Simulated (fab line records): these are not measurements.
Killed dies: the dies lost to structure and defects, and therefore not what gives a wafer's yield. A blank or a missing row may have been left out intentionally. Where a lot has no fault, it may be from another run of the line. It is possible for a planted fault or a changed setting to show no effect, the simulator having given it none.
Which of the tools did it? | flow nand harc | 36 wafers sampled from 12 lots at 1 step of a route of 1159

## WHAT EACH GAUGE READ, for each wafer
NHARC_P_ZERO_WELL_CD_MEAS_37: the cd target is 720 nm.
lot  | measured    | on        | cd nm (nm)
L075 | day 1 21:51 | cd sem-03 | 722.2 722.3 721.7
L077 | day 2 10:16 | cd sem-01 | 720.8 717.1 719.5
L079 | day 2 22:10 | cd sem-03 | 720.0 719.2 718.8
L081 | day 3 10:05 | cd sem-03 | 718.5 722.7 720.6
L083 | day 3 22:25 | cd sem-02 | 718.9 722.2 717.3
L085 | day 4 10:01 | cd sem-01 | 717.4 719.8 718.6
L087 | day 4 21:51 | cd sem-03 | 718.1 719.8 718.8
L089 | day 5 10:16 | cd sem-01 | 720.9 722.3 721.1
L091 | day 5 22:18 | cd sem-02 | 721.4 719.8 719.3
L093 | day 6 10:06 | cd sem-01 | 719.9 720.6 718.7
L095 | day 6 22:15 | cd sem-02 | 718.6 721.8 719.2
L097 | day 7 09:52 | cd sem-02 | 718.6 719.3 719.7

## EACH LOT AND THE TOOL THAT RAN IT (in order: tool; ch and the chambers of the sampled wafers; start)
Record: no process step prior to these readings.

## THE ANSWER, worked out from the rows above alone
Rule: the usual values come from the lots themselves. The widest of any qualifying gaps counts: lots, ordered by their means at a reading, are off when they make up no more than a third of the lots, leave a main group of 4 or more, and stand apart from it by 3 or more times the standard deviation of that group's means. The tables above print the reading to a certain number of digits; a main group whose means all agree to those digits is not used. Also off: a lot with no number at a reading for which 4 or more lots have one. Where the step has rows for the other lots, those lots are counted as sound.
Nothing can be told from this: no lot is off at any reading shown.

## WHAT WAS PUT IN BY THE SIMULATOR
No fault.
